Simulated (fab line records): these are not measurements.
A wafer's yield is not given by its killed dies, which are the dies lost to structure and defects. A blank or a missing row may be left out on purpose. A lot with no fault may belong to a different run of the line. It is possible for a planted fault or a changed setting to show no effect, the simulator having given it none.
Chamber matching ; flow n5_finfet ; N5_BEOL_M13_CMP_49 on cmp-04: 4 sister chambers
The step polishes, stops on SiOC, t overpolish 17.1 s, target thk 420 nm. 8 wafers are shown with their chamber, then 7 later ones without.

## WAFERS PAIRED WITH THEIR CHAMBERS
wafer;chamber;motor_current_A (A);barrier_field_endpoint_s (s)
L082.1;2;5.1;30.5
L082.3;3;5.7;29.5
L084.3;2;5.3;30.8
L086.1;3;6.1;29.0
L086.3;1;5.7;30.0
L086.4;0;6.7;28.9
L092.3;1;5.5;31.2
L092.4;0;6.4;29.9

## WAFERS WITH NO CHAMBER GIVEN
wafer;motor_current_A (A);barrier_field_endpoint_s (s)
L094.1;6.0;30.1
L095.2;6.6;30.3
L095.4;5.2;31.5
L096.1;5.9;30.2
L097.1;6.2;29.7
L097.2;5.2;30.3
L097.3;7.1;28.0

## WHICH CHAMBER EACH ONE RAN IN
wafer;from the rows above;in truth
L094.1;can't be placed: 3 or 1 or 0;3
L095.2;0;0
L095.4;can't be placed: 2 or 1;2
L096.1;can't be placed: 3 or 1 or 0 or 2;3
L097.1;can't be placed: 3 or 0 or 1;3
L097.2;can't be placed: 2 or 1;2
L097.3;0;0
Placed correctly: 2 of 7. Can't be placed from these rows: 5 (the true chamber is among the candidates in 5). Placed wrongly: 0.
How it was worked out, from the rows above alone: a wafer's distance from a chamber is the root of the sum, over the readings, of the square of ((its reading less the chamber's mean) divided by the reading's scatter). If the next closest chamber is less than 2 further off than the closest, the wafer can't be placed; otherwise it belongs to the closest. Each chamber's mean is taken over the wafers shown for it. How the scatter is found: for the shown wafers, subtract from each reading the mean of its chamber, square and add these, divide the total by (wafers less chambers), then take the root.
